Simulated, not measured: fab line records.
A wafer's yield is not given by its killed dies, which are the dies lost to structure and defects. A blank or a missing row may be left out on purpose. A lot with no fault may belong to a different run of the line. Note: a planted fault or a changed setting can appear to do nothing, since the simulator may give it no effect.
Problem report, 8D (eight disciplines) form, completed by code || flow nand harc || the parts of the form that need people (team, actions taken, sign-off) are left out

## 1. THE ISSUE
raw defect count at NHARC_P_STI_INSPECT_11 reads a mean of 21.0 on 3 wafers of 1 lot; wafers without a fault read 5.3 with a standard deviation of 2.8. Relative to the usual mean, that is a shift of +5.6 standard deviations.
First seen on wafer L112.2, day 6 17:47, on defect inspect-01. The record has a number at this step for 39 wafers belonging to 13 lots. By rule, "out" or "out of limits" means more than 4 standard deviations away from the usual mean. Any other wafer with a number is counted as sound.

## 2. WHAT THIS IS AND IS NOT
{"question": "which readings at this step", "is": "raw defect count", "is not": "-"}
{"question": "which lots", "is": "L112", "is not": "L101, L102, L103, L106, L109, L113, L116, L118, L996, L997, L998, L999"}
{"question": "which wafers of those lots", "is": "all that have a number", "is not": "-"}
{"question": "read on which gauges", "is": "defect inspect-01", "is not": "defect inspect-02"}
{"question": "when", "is": "from day 6 17:47", "is not": "up to then (27 sound wafers); but 9 sound wafers of L113, L116, L118 came after"}

## 3. THE SUSPECTS, EACH WITH WHAT RULES IT OUT
Counting: a tool at any process step up to the reading remains a suspect when it ran all the lots that are out and ran no sound lot after the first of those.
- the gauge at NHARC_P_STI_INSPECT_11: ruled out. All the wafers that are out were read on defect inspect-01, but those of them that NHARC_END_SORT_01 has rows for are out there too, on other tools.
- lpcvd-02 at NHARC_P_STI_HM_DEP_30 (deposits Si3N4, target thk 80 nm, time 873 s): kept. It ran the lot that is out, L112 (day 6 13:43), and no sound lot after that; its last sound lot up to then is L101 (day 3 20:52).
The count leaves lpcvd-02 at NHARC_P_STI_HM_DEP_30.

## 4. THE CAUSE (what the simulator had put in)
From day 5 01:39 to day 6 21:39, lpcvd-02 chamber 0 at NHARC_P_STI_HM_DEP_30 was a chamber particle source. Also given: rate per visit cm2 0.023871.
Only this tool survived the counting.

## 5. THE CHAIN OF EFFECTS, in route order
Each row: a reading whose mean over the struck wafers that have a number lies more than 3 standard deviations from the usual. Only readings whose record carries a usual standard deviation are examined. hours: median over the lots of the time between each lot's start at the first step of this table that gives one and its start at this step. sigmas: the change, counted in usual standard deviations.
{"hours": 0, "step": "NHARC_P_STI_INSPECT_11", "reading": "raw defect count", "usual": 5.3, "on struck wafers": 21.0, "change": "+15.7", "sigmas": "+5.6"}
{"hours": 420, "step": "NHARC_END_SORT_01", "reading": "killed at periphery", "usual": 2.9, "on struck wafers": 14.7, "change": "+11.8", "sigmas": "+6.9"}

## 6. HOW IT WOULD HAVE BEEN CAUGHT EARLIER
40 hours passed between the start of the fault at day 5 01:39 and the first reading out of limits at a measuring or inspecting step in this record, taken at day 6 17:47.
Tool readings at NHARC_P_STI_HM_DEP_30 with a usual standard deviation given in the record: none out on any struck wafer, hence no alarm at a limit of 4 standard deviations on them.
By day 6 17:47 the whole set of lots that are out, 1 in number, had already begun NHARC_P_STI_HM_DEP_30 on lpcvd-02. A hold on the tool at that time would have spared none of them.
